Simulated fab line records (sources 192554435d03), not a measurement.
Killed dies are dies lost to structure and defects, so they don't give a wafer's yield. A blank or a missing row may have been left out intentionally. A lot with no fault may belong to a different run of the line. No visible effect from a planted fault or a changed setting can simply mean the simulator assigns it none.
The tool behind it: which one? / flow n5_finfet / Sampling: 24 lots, 72 wafers, 4 of 1938 route steps

== WHAT THE GAUGES SHOWED, per wafer ==
N5_BEOL_M5_CD_MEAS_11 targets a cd of 27.74 nm. Usual: cd_nm 27.99 nm, standard deviation 0.22.
lot=L074; measured=day 9 03:34; on=cd_sem-03; cd_nm (nm)=28.23 27.99 28.26; flag=
lot=L076; measured=day 9 07:49; on=cd_sem-01; cd_nm (nm)=28.20 27.84 28.45; flag=
lot=L075; measured=day 9 13:37; on=cd_sem-03; cd_nm (nm)=28.15 28.17 27.80; flag=
lot=L079; measured=day 10 10:10; on=cd_sem-03; cd_nm (nm)=27.83 28.09 27.56; flag=
lot=L077; measured=day 10 10:37; on=cd_sem-02; cd_nm (nm)=27.73 28.26 28.02; flag=
lot=L078; measured=day 10 17:06; on=cd_sem-03; cd_nm (nm)=27.91 28.13 28.08; flag=
lot=L081; measured=day 10 17:39; on=cd_sem-02; cd_nm (nm)=27.81 28.19 28.36; flag=
lot=L080; measured=day 10 20:13; on=cd_sem-03; cd_nm (nm)=27.97 27.91 28.06; flag=
lot=L083; measured=day 11 10:10; on=cd_sem-01; cd_nm (nm)=28.22 28.20 27.99; flag=
lot=L082; measured=day 11 17:35; on=cd_sem-02; cd_nm (nm)=27.62 28.13 28.07; flag=
lot=L084; measured=day 12 02:16; on=cd_sem-01; cd_nm (nm)=27.65 27.63 27.83; flag=
lot=L085; measured=day 12 03:58; on=cd_sem-02; cd_nm (nm)=27.91 27.50 28.07; flag=
lot=L086; measured=day 12 04:31; on=cd_sem-03; cd_nm (nm)=28.04 27.79 28.00; flag=
lot=L087; measured=day 12 10:59; on=cd_sem-03; cd_nm (nm)=28.26 28.21 27.92; flag=
lot=L089; measured=day 12 16:47; on=cd_sem-02; cd_nm (nm)=28.08 27.70 27.51; flag=
lot=L088; measured=day 13 11:19; on=cd_sem-01; cd_nm (nm)=28.03 28.07 27.74; flag=
lot=L090; measured=day 13 13:37; on=cd_sem-03; cd_nm (nm)=28.11 28.04 27.76; flag=
lot=L091; measured=day 13 14:07; on=cd_sem-03; cd_nm (nm)=28.30 27.99 27.84; flag=
lot=L092; measured=day 13 20:38; on=cd_sem-01; cd_nm (nm)=28.10 28.26 27.90; flag=
lot=L093; measured=day 13 21:31; on=cd_sem-02; cd_nm (nm)=28.15 28.05 27.73; flag=
lot=L094; measured=day 14 07:23; on=cd_sem-03; cd_nm (nm)=27.78 28.14 27.83; flag=
lot=L095; measured=day 15 05:26; on=cd_sem-03; cd_nm (nm)=27.83 28.02 28.17; flag=
lot=L096; measured=day 15 11:52; on=cd_sem-01; cd_nm (nm)=27.86 27.94 28.03; flag=
lot=L097; measured=day 15 16:06; on=cd_sem-03; cd_nm (nm)=27.74 28.18 27.77; flag=

N5_BEOL_M5_OVL_MEAS_29. Usual: V4_OVL 0.3 nm, standard deviation 0.75.
lot=L074; measured=day 9 07:07; on=overlay-02; V4_OVL (nm)=0.9 1.1 1.5; flag=
lot=L076; measured=day 9 08:51; on=overlay-01; V4_OVL (nm)=-0.3 0.2 1.0; flag=
lot=L075; measured=day 9 19:22; on=overlay-01; V4_OVL (nm)=-0.4 0.1 -0.9; flag=
lot=L079; measured=day 10 12:40; on=overlay-02; V4_OVL (nm)=0.7 1.5 0.6; flag=
lot=L077; measured=day 10 12:50; on=overlay-02; V4_OVL (nm)=1.2 1.2 0.9; flag=
lot=L078; measured=day 10 18:45; on=overlay-02; V4_OVL (nm)=1.2 1.1 0.5; flag=
lot=L081; measured=day 10 18:48; on=overlay-01; V4_OVL (nm)=0.9 -0.5 0.6; flag=
lot=L080; measured=day 11 00:47; on=overlay-01; V4_OVL (nm)=0.6 -0.1 0.0; flag=
lot=L083; measured=day 11 11:45; on=overlay-02; V4_OVL (nm)=-1.0 0.2 -0.1; flag=
lot=L082; measured=day 11 18:40; on=overlay-02; V4_OVL (nm)=0.3 -0.3 1.1; flag=
lot=L084; measured=day 12 03:26; on=overlay-02; V4_OVL (nm)=-1.8 0.7 0.2; flag=
lot=L085; measured=day 12 09:50; on=overlay-01; V4_OVL (nm)=-0.8 0.0 -0.6; flag=
lot=L086; measured=day 12 09:39; on=overlay-01; V4_OVL (nm)=0.6 0.6 -0.6; flag=
lot=L087; measured=day 12 18:02; on=overlay-02; V4_OVL (nm)=0.2 -0.9 -0.1; flag=
lot=L089; measured=day 12 18:05; on=overlay-01; V4_OVL (nm)=0.6 -0.3 -0.6; flag=
lot=L088; measured=day 13 12:34; on=overlay-02; V4_OVL (nm)=0.9 0.7 -0.1; flag=
lot=L090; measured=day 13 15:48; on=overlay-02; V4_OVL (nm)=0.4 0.1 0.1; flag=
lot=L091; measured=day 13 15:59; on=overlay-01; V4_OVL (nm)=0.4 -0.6 -0.5; flag=
lot=L092; measured=day 13 21:37; on=overlay-01; V4_OVL (nm)=0.7 0.2 0.9; flag=
lot=L093; measured=day 14 01:36; on=overlay-01; V4_OVL (nm)=-0.3 0.5 0.6; flag=
lot=L094; measured=day 14 09:43; on=overlay-01; V4_OVL (nm)=0.9 0.9 0.7; flag=
lot=L095; measured=day 15 07:40; on=overlay-02; V4_OVL (nm)=-0.4 0.5 0.2; flag=
lot=L096; measured=day 15 14:20; on=overlay-02; V4_OVL (nm)=0.1 1.2 1.0; flag=
lot=L097; measured=day 15 19:50; on=overlay-01; V4_OVL (nm)=-0.4 0.4 0.3; flag=

N5_BEOL_M5_INSPECT_30: inspects for defects (brightfield). Usual: raw_defect_count 390, standard deviation 93.
lot=L074; measured=day 9 07:10; on=defect_inspect-02; raw_defect_count=510 341 341; flag=
lot=L076; measured=day 9 08:54; on=defect_inspect-01; raw_defect_count=397 287 417; flag=
lot=L075; measured=day 9 19:26; on=defect_inspect-02; raw_defect_count=767 582 462; flag=
lot=L079; measured=day 10 12:42; on=defect_inspect-02; raw_defect_count=363 447 486; flag=
lot=L077; measured=day 10 12:53; on=defect_inspect-01; raw_defect_count=401 431 438; flag=
lot=L078; measured=day 10 18:49; on=defect_inspect-01; raw_defect_count=378 320 373; flag=
lot=L081; measured=day 10 18:52; on=defect_inspect-01; raw_defect_count=618 357 559; flag=
lot=L080; measured=day 11 00:50; on=defect_inspect-02; raw_defect_count=450 395 344; flag=
lot=L083; measured=day 11 11:48; on=defect_inspect-02; raw_defect_count=290 288 385; flag=
lot=L082; measured=day 11 18:43; on=defect_inspect-02; raw_defect_count=454 523 344; flag=
lot=L084; measured=day 12 03:29; on=defect_inspect-01; raw_defect_count=346 294 281; flag=
lot=L085; measured=day 12 09:53; on=defect_inspect-02; raw_defect_count=445 501 482; flag=
lot=L086; measured=day 12 09:43; on=defect_inspect-02; raw_defect_count=221 289 240; flag=
lot=L087; measured=day 12 18:05; on=defect_inspect-02; raw_defect_count=392 329 364; flag=
lot=L089; measured=day 12 18:08; on=defect_inspect-02; raw_defect_count=541 507 465; flag=
lot=L088; measured=day 13 12:37; on=defect_inspect-02; raw_defect_count=400 430 473; flag=
lot=L090; measured=day 13 15:52; on=defect_inspect-02; raw_defect_count=267 350 416; flag=
lot=L091; measured=day 13 16:02; on=defect_inspect-02; raw_defect_count=410 305 265; flag=
lot=L092; measured=day 13 21:40; on=defect_inspect-01; raw_defect_count=396 323 391; flag=
lot=L093; measured=day 14 01:39; on=defect_inspect-01; raw_defect_count=354 336 309; flag=
lot=L094; measured=day 14 09:46; on=defect_inspect-01; raw_defect_count=365 431 424; flag=
lot=L095; measured=day 15 07:44; on=defect_inspect-01; raw_defect_count=410 313 302; flag=
lot=L096; measured=day 15 14:23; on=defect_inspect-01; raw_defect_count=382 323 279; flag=
lot=L097; measured=day 15 19:55; on=defect_inspect-01; raw_defect_count=331 264 313; flag=

N5_BEOL_M5_OCD_MEAS_38. Usual: trench_depth_nm 71.0 nm, standard deviation 1.1.
lot=L074; measured=day 9 07:39; on=ocd-02; trench_depth_nm (nm)=70.8 71.6 71.5; flag=
lot=L076; measured=day 9 09:22; on=ocd-02; trench_depth_nm (nm)=70.7 70.5 70.4; flag=
lot=L075; measured=day 9 19:53; on=ocd-01; trench_depth_nm (nm)=73.0 72.8 72.7; flag=
lot=L079; measured=day 10 13:10; on=ocd-02; trench_depth_nm (nm)=73.6 71.0 72.0; flag=
lot=L077; measured=day 10 13:20; on=ocd-02; trench_depth_nm (nm)=69.7 69.4 71.0; flag=
lot=L078; measured=day 10 19:32; on=ocd-02; trench_depth_nm (nm)=71.6 69.5 71.0; flag=
lot=L081; measured=day 10 19:35; on=ocd-02; trench_depth_nm (nm)=70.0 70.1 71.7; flag=
lot=L080; measured=day 11 01:19; on=ocd-02; trench_depth_nm (nm)=71.8 70.7 70.8; flag=
lot=L083; measured=day 11 12:16; on=ocd-01; trench_depth_nm (nm)=69.4 69.8 69.5; flag=
lot=L082; measured=day 11 19:26; on=ocd-01; trench_depth_nm (nm)=70.4 70.4 69.4; flag=
lot=L084; measured=day 12 04:04; on=ocd-01; trench_depth_nm (nm)=71.6 71.3 70.7; flag=
lot=L085; measured=day 12 10:43; on=ocd-01; trench_depth_nm (nm)=70.5 70.5 71.3; flag=
lot=L086; measured=day 12 10:34; on=ocd-01; trench_depth_nm (nm)=70.4 70.4 70.2; flag=
lot=L087; measured=day 12 18:50; on=ocd-02; trench_depth_nm (nm)=70.3 69.8 69.1; flag=
lot=L089; measured=day 12 18:53; on=ocd-01; trench_depth_nm (nm)=72.2 73.4 73.2; flag=
lot=L088; measured=day 13 13:14; on=ocd-01; trench_depth_nm (nm)=70.8 71.8 72.3; flag=
lot=L090; measured=day 13 16:19; on=ocd-01; trench_depth_nm (nm)=72.7 71.9 71.7; flag=
lot=L091; measured=day 13 16:46; on=ocd-01; trench_depth_nm (nm)=72.0 72.3 74.4; flag=
lot=L092; measured=day 13 22:27; on=ocd-02; trench_depth_nm (nm)=72.4 72.8 71.8; flag=
lot=L093; measured=day 14 02:07; on=ocd-01; trench_depth_nm (nm)=69.6 72.2 71.5; flag=
lot=L094; measured=day 14 11:12; on=ocd-02; trench_depth_nm (nm)=70.1 70.1 69.9; flag=
lot=L095; measured=day 15 08:32; on=ocd-02; trench_depth_nm (nm)=71.0 72.1 70.7; flag=
lot=L096; measured=day 15 14:50; on=ocd-01; trench_depth_nm (nm)=70.9 69.9 69.4; flag=
lot=L097; measured=day 15 20:26; on=ocd-01; trench_depth_nm (nm)=71.1 69.1 69.5; flag=

== WHICH TOOL RAN EACH LOT (tool, then ch and the chambers of the sampled wafers, then the start) ==
Record: no process step prior to these readings.

== AS READ BY THE TOOLS THEMSELVES (means over the sampled wafers that have a number; for cases with no such wafer, the mark the record gives instead) ==
The record holds no such reading with a usual standard deviation.

== THE ANSWER, worked out from the rows above alone ==
Rule: take the mean of a lot's wafers that have a number; if it is more than 3 standard deviations from the usual mean, the lot is off. Also off: a lot with no number at a reading for which 4 or more lots have one. The other lots that the step has rows for count as sound. First the gauges in route order, then the tools' own readings, where a lot's mean is used as printed above. The first step at which some lot is off is used, and at that step the reading that is off furthest; a lot without a number counts as furthest.
Nothing can be told from this: no lot is off at any reading shown.

== WHAT HAD BEEN PUT IN BY THE SIMULATOR ==
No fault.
